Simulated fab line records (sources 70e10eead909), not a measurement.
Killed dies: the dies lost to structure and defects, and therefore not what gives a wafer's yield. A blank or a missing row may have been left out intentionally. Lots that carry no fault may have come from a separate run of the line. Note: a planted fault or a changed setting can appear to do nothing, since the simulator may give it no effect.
What tool caused it? + flow nand harc + 39 wafers from 13 lots sampled at 2 of the route's 1302 steps

WHAT EACH GAUGE READ, for each wafer
NHARC_P_M2_THK_MEAS_24: measures by xrf. Usual: thk nm 144.1 nm, standard deviation 1.5.
| lot  | measured     | on            | thk nm (nm)       | flag |
|------|--------------|---------------|-------------------|------|
| L299 | day 8 05:32  | film metro-02 | 143.1 143.9 145.2 |      |
| L306 | day 11 07:39 | film metro-02 | 144.5 141.8 146.3 |      |
| L307 | day 11 10:13 | film metro-02 | 144.5 145.4 144.8 |      |
| L308 | day 11 21:04 | film metro-01 | 142.8 146.6 140.5 |      |
| L310 | day 12 19:11 | film metro-02 | 141.5 142.3 139.7 |      |
| L309 | day 12 20:32 | film metro-01 | 143.8 142.5 144.7 |      |
| L311 | day 13 13:33 | film metro-02 | 144.5 145.1 144.9 |      |
| L312 | day 13 14:19 | film metro-01 | 141.2 144.1 143.4 |      |
| L313 | day 14 07:14 | film metro-02 | 143.4 141.2 144.8 |      |
| L314 | day 14 12:08 | film metro-02 | 147.6 145.6 143.7 |      |
| L316 | day 15 00:27 | film metro-02 | 144.3 145.5 143.6 |      |
| L317 | day 15 14:23 | film metro-02 | 144.1 142.3 142.1 |      |
| L318 | day 16 02:13 | film metro-01 | 145.3 145.2 143.0 |      |

NHARC_P_BONDPAD_THK_MEAS_33: measures by ellipsometry. Usual: thk nm 200.2 nm, standard deviation 1.3.
| lot  | measured     | on            | thk nm (nm)       | flag |
|------|--------------|---------------|-------------------|------|
| L299 | day 8 06:55  | film metro-01 | 202.8 199.8 202.9 |      |
| L306 | day 11 09:01 | film metro-02 | 199.6 200.6 201.5 |      |
| L307 | day 11 11:43 | film metro-02 | 201.8 202.0 202.0 |      |
| L308 | day 11 22:27 | film metro-01 | 199.7 199.0 202.0 |      |
| L310 | day 12 20:33 | film metro-02 | 201.3 199.0 198.6 |      |
| L309 | day 12 21:55 | film metro-02 | 200.3 200.0 201.5 |      |
| L311 | day 13 14:55 | film metro-01 | 199.4 201.3 199.2 |      |
| L312 | day 13 15:41 | film metro-02 | 203.1 200.3 200.3 |      |
| L313 | day 14 08:37 | film metro-02 | 200.4 199.2 198.9 |      |
| L314 | day 14 13:31 | film metro-01 | 200.2 201.2 203.1 |      |
| L316 | day 15 01:50 | film metro-02 | 201.6 200.6 198.8 |      |
| L317 | day 15 15:53 | film metro-01 | 199.9 200.4 198.9 |      |
| L318 | day 16 03:36 | film metro-01 | 198.3 200.7 200.8 |      |

TOOL THAT RAN EACH LOT (tool first, then ch and the chambers of the sampled wafers, then the start)
There is no process step in the record ahead of these readings.

AS READ BY THE TOOLS THEMSELVES (means over the sampled wafers that have a number; for cases with no such wafer, the mark the record gives instead)
The record holds no such reading with a usual standard deviation.

THE ANSWER, worked out from the rows above alone
Rule: a lot is off if the mean of its wafers that have a number lies more than 3 standard deviations from the usual mean. Also off: a lot with no number at a reading for which 4 or more lots have one. All remaining lots with rows at the step are treated as sound. Order of review: gauges by route order, followed by the tools' own readings, for which a lot's mean as printed above is used. The first step at which some lot is off is used, and at that step the reading that is off furthest; a lot without a number counts as furthest.
Across all readings shown, no lot is off: no conclusion can be drawn from this.

WHAT THE SIMULATOR HAD PUT IN
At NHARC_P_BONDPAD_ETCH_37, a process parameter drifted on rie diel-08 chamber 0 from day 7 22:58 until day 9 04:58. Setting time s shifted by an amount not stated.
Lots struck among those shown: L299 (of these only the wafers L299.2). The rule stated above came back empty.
